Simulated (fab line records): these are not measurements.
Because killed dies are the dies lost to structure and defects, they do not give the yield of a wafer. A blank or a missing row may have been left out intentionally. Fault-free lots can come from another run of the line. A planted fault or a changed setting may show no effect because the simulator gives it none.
Chamber matching :: flow n5Finfet :: 4 sister chambers for N5_BEOL_M8_ETCH_62 on rieDiel-01
The step etches SOC in N2/H2, target depth 110 nm, overetch 22 nm, time 165 s. 4 wafers are shown with their chamber, then 7 later ones without.

WAFERS, EACH WITH ITS CHAMBER
wafer: L079.4
chamber: 2
showerheadPlenumPTorr (Torr): 2.61

wafer: L085.6
chamber: 0
showerheadPlenumPTorr (Torr): 2.41

wafer: L086.2
chamber: 3
showerheadPlenumPTorr (Torr): 2.30

wafer: L086.4
chamber: 1
showerheadPlenumPTorr (Torr): 2.48

WAFERS WHOSE CHAMBER IS MISSING
wafer: L086.5
showerheadPlenumPTorr (Torr): 2.41

wafer: L089.2
showerheadPlenumPTorr (Torr): 2.30

wafer: L089.3
showerheadPlenumPTorr (Torr): 2.41

wafer: L089.5
showerheadPlenumPTorr (Torr): 2.41

wafer: L097.1
showerheadPlenumPTorr (Torr): 2.47

wafer: L097.5
showerheadPlenumPTorr (Torr): 2.60

wafer: L097.6
showerheadPlenumPTorr (Torr): 2.29

WHICH CHAMBER EACH WENT THROUGH
wafer: L086.5
from the rows above: 0
in truth: 0

wafer: L089.2
from the rows above: 3
in truth: 3

wafer: L089.3
from the rows above: 0
in truth: 0

wafer: L089.5
from the rows above: 0
in truth: 0

wafer: L097.1
from the rows above: 1
in truth: 1

wafer: L097.5
from the rows above: 2
in truth: 2

wafer: L097.6
from the rows above: 3
in truth: 3
7 of 7 placed correctly. From these rows, 0 cannot be placed. Wrongly placed: 0.
How it was worked out, from the rows above alone: a wafer's distance from a chamber is the root of the sum, over the readings, of the square of ((its reading less the chamber's mean) divided by the reading's scatter). If the next closest chamber is less than 2 further off than the closest, the wafer can't be placed; otherwise it belongs to the closest. For every chamber, the mean is computed from those of its wafers that are shown. The scatter: root of mean squared gap, hidden wafer to nearest shown wafer, with one shown wafer a chamber.
